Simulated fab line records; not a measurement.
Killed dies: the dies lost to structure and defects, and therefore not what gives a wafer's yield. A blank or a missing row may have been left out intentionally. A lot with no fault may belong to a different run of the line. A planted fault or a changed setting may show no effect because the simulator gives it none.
A struck lot beside a sound one / flow n5 finfet / 20 out of 1938 route steps
Sound: wafers L265.1, L265.3, L265.5. The struck wafers were L251.2, L251.4, L251.6. The cause is given at the end.
Order at every step that has rows: each side's tool, ch and its chambers, its first start. Under that, the readings that differ: sound wafers / struck wafers / difference of the means / sigmas: that difference in standard deviations of wafers without a fault.
alike: words and numbers the same on both sides, and readings whose means are apart by under 2 such deviations; not compared: readings that were withheld, readings missing a value for some wafer, numbers with overlapping values and no deviation given by the record, and bounds like >300 which may hide the same value.
Wherever a step has rows on one side only, a row that says differs or no value, or a row with sigmas, the two part there. Numbers that don't overlap but have no deviation are shown without sigmas and don't part them. A reading missing from all wafers of one side parts the sides only when that side holds two or more wafers.

first, 8 steps without rows for these wafers: N5_FIN_SAQP_STRIP_77 (strips in N2/H2, time 90 s); N5_FIN_SAQP_ETCH_64 (etches SiO2 in CF4, target depth 1.5 nm); N5_FIN_SAQP_FIN_ETCH_36 (etches the open film in HBr/Cl2/O2, target depth 120 nm, time 50.4 s); N5_FIN_SAQP_PRECLEAN_38 (cleans in O3/DIW, time 45 s); N5_FIN_SAQP_PRECLEAN_45 (cleans in dHF, time 10 s); N5_FIN_SAQP_SRD_39 (time 30 s); N5_FIN_CUT_COAT_18 (time 60 s, resist thk 230 nm); N5_FIN_CUT_COAT_19 (time 60 s, resist thk 20 nm).
N5_FIN_CUT_COAT_29: time 60 s, resist thk 10 nm.
  sound on litho track-02 ch 0, day 6 14:15; struck on litho track-01 ch 0, day 3 01:49
reading=spin speed rpm (rpm); sound=1500.1 1498.3 1500.2; struck=1834.6 1835.1 1833.9; difference=+335.0; sigmas=+99 or more
reading=model.underlayer_of_FIN_CUT_COAT_29.thk nm (nm); sound=10 10 10; struck=9 9 9.2; difference=-1; sigmas=
  alike: plate temp C
then, 7 steps without rows for these wafers: N5_FIN_CUT_COAT_02 (resist thk 30 nm); N5_FIN_CUT_EBR_04; N5_FIN_CUT_SOFTBAKE_03 (time 60 s); N5_FIN_CUT_EXPOSE_05 (exposes mask FIN CUT); N5_FIN_CUT_PEB_06 (peb time 60 s); N5_FIN_CUT_DEVELOP_07 (develop time 30 s); N5_FIN_CUT_DESCUM_13 (chemistry O2, time 7 s).
N5_FIN_CUT_ETCH_30: etches underlayer in N2/H2, target depth 13 nm, time 10.4 s.
  sound on rie diel-05 ch 0,3, day 6 15:31; struck on rie diel-06 ch 1,2,3, day 3 02:22
reading=etch rf on time s (s); sound=10.11 10.28 10.17; struck=9.17 9.69 9.57; difference=-0.71; sigmas=-3
reading=model.CAR-EUV_of_FIN_CUT_COAT_02.thk nm (nm); sound=14.8 14.6 14.8; struck=15.6 15.8 15.6; difference=+0.9; sigmas=
reading=model.etch.depth nm (nm); sound=10.02 10.03 10.05; struck=9.093 9.082 9.109; difference=-0.939; sigmas=
  alike: bias w, drypump motor current A, oes product au, rf vpp V, showerhead plenum p Torr, throttle valve pct
  not compared: rf hours counter h
N5_FIN_CUT_ETCH_20: etches SiARC in CF4, target depth 26 nm, time 43.3 s.
  sound on rie diel-05 ch 0,3, day 6 15:32; struck on rie diel-06 ch 1,2,3, day 3 02:23
reading=model.underlayer_of_FIN_CUT_COAT_29.thk nm (nm); sound=9.2 9.4 9.4; struck=8.4 8.4 8.4; difference=-0.9; sigmas=
  alike: bias w, drypump motor current A, etch rf on time s, oes product au, rf vpp V, showerhead plenum p Torr, throttle valve pct
  not compared: rf hours counter h
then, 1 step without rows for these wafers: N5_FIN_CUT_ETCH_21 (etches SOC in N2/H2, target depth 219 nm, overetch 43.8 nm, time 523.5 s).
-- the record jumps here: 6 days lie between the struck wafers' starts before and after (it left off in module FIN_CUT and takes up again in module BEOL_M4, whose first step shown is number 1111 of the route) --
N5_BEOL_M4_RC_MEAS_101:
  sound on prober-02 ch 0, day 13 19:33; struck on prober-02 ch 0, day 8 18:12
  alike: DIBL_N, DIBL_P, IOFF_N, IOFF_P, ION_N, ION_P, SS_N, SS_P, VT_N, VT_P

== WHERE THEY PART ==
First at N5_FIN_CUT_COAT_29; last, within this record, at N5_FIN_CUT_ETCH_30. Later steps at which nothing parts them and some readings are alike: N5_FIN_CUT_ETCH_20, N5_BEOL_M4_RC_MEAS_101.

WHY: what the simulator had put in
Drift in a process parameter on litho track-01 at N5_FIN_CUT_COAT_29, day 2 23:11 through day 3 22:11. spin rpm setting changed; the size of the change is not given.
